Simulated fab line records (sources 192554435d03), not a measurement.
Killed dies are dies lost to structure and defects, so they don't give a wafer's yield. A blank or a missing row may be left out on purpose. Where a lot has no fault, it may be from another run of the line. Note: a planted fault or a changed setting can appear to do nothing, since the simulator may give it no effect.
8D (eight disciplines) problem report, filled in by code	flow n5Finfet	the parts of the form that need people (team, actions taken, sign-off) are left out

## 1. WHAT IS WRONG
thkNm at N5_DUMMY_GATE_THK_MEAS_05 reads a mean of 45.6 nm on 9 wafers of 3 lots; wafers without a fault read 72.4 nm with a standard deviation of 1.1. Relative to the usual mean, that is a shift of -24 standard deviations.
Earliest sighting: wafer L709.2 on filmMetro-01 at day 7 14:05. At this step, 24 wafers from 8 lots have a number in the record. The rule behind "out" and "out of limits": a value lying over 4 standard deviations away from the usual mean. Any other wafer with a number is counted as sound.

## 2. WHAT THIS IS AND IS NOT
question	is	is not
which readings at this step	thkNm	-
which lots	L709, L710, L711	L696, L697, L701, L703, L704
which wafers of those lots	all that have a number	-
read on which gauges	filmMetro-01, filmMetro-02	-
when	from day 7 14:05	up to then (15 sound wafers)

## 3. THE SUSPECTS, EACH WITH WHAT RULES IT OUT
Counting: any tool at a process step up to the reading is kept as a suspect provided that every lot that is out went through it and no sound lot did after the first of them.
- ruled out: the gauge at N5_DUMMY_GATE_THK_MEAS_05. Those wafers that are out were read across 2 gauges (filmMetro-01, filmMetro-02).
- rieDiel-02 at N5_STI_FIN_REVEAL_STRIP_24 (strips in N2/H2, time 90 s): kept. It ran every lot that is out, first L709 (day 7 06:29), and no sound lot after that; its last sound lot up to then is L697 (day 4 03:31).
- lpcvd-01 at N5_DUMMY_GATE_CVD_03 (deposits a-Si from SiH4, target thk 150 nm, time 8042 s): kept. It ran every lot that is out, first L709 (day 7 10:05), and no sound lot after that; its last sound lot up to then is L704 (day 6 07:28).
Remaining after the count are rieDiel-02 at N5_STI_FIN_REVEAL_STRIP_24 and lpcvd-01 at N5_DUMMY_GATE_CVD_03.

## 4. THE CAUSE (what the simulator had put in)
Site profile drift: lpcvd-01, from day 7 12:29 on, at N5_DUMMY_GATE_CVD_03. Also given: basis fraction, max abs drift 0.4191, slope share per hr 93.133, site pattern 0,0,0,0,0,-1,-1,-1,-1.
This tool is one of the 2 suspects left after counting.

## 5. THE CHAIN OF EFFECTS, in route order
Rows list readings where the struck wafers' mean (over those with a number) sits beyond 3 standard deviations from the usual. Scope: only readings with a usual standard deviation given in the record; hours: median across lots of the time from each lot's start at the first step in this table that gives one to its start at this step; sigmas: change in usual standard deviations.
hours	step	reading	usual	on struck wafers	change	sigmas
0	N5_DUMMY_GATE_THK_MEAS_05	thkNm	72.4 nm	45.6	-26.8	-24
5	N5_DUMMY_GATE_ETCH_44	oesProductAu	0.728 a.u.	0.600	-0.128	-9.8
28	N5_SDB_THK_MEAS_31	SDB_THK	64.6 nm	37.8	-26.8	-24
252	N5_PASSIVATION_PROBE_49	defectLimitedYield	91.4 %	70.0	-21.4	-14
252	N5_PASSIVATION_PROBE_49	killedAtFrontEnd	39	293	+254	+20
252	N5_PASSIVATION_PROBE_49	killedDies	102	354	+252	+15
252	N5_PASSIVATION_PROBE_49	killedOnRim	13	149	+136	+36
252	N5_PASSIVATION_PROBE_49	sortNPass	1078	826	-252	-14
252	N5_PASSIVATION_PROBE_49	sortYieldPct	91.3 %	70.0	-21.3	-14
Its process steps:
- N5_DUMMY_GATE_ETCH_44: etches poly-Si in HBr/O2, stops on SiO2, target depth 127.5 nm.
- N5_PASSIVATION_PROBE_49
At these later measuring or inspecting steps, every struck wafer for which the step has a row has a number for every such reading, and none has moved that far: N5_DUMMY_GATE_INSPECT_17, N5_BEOL_M4_RC_MEAS_101.

## 6. WHAT WOULD HAVE CAUGHT IT SOONER
Counted from the fault's start at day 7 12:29, it took 2 hours until the first out-of-limits reading at a measuring or inspecting step in this record, taken at day 7 14:05.
Of the tool readings at N5_DUMMY_GATE_CVD_03 for which the record gives a usual standard deviation, none was out on any struck wafer, so an alarm limit of 4 standard deviations on them would not have fired.
Of the lots that are out (3), L710, L711 began N5_DUMMY_GATE_CVD_03 on lpcvd-01 after day 7 14:05. A hold on the tool at that time would have spared those 2.
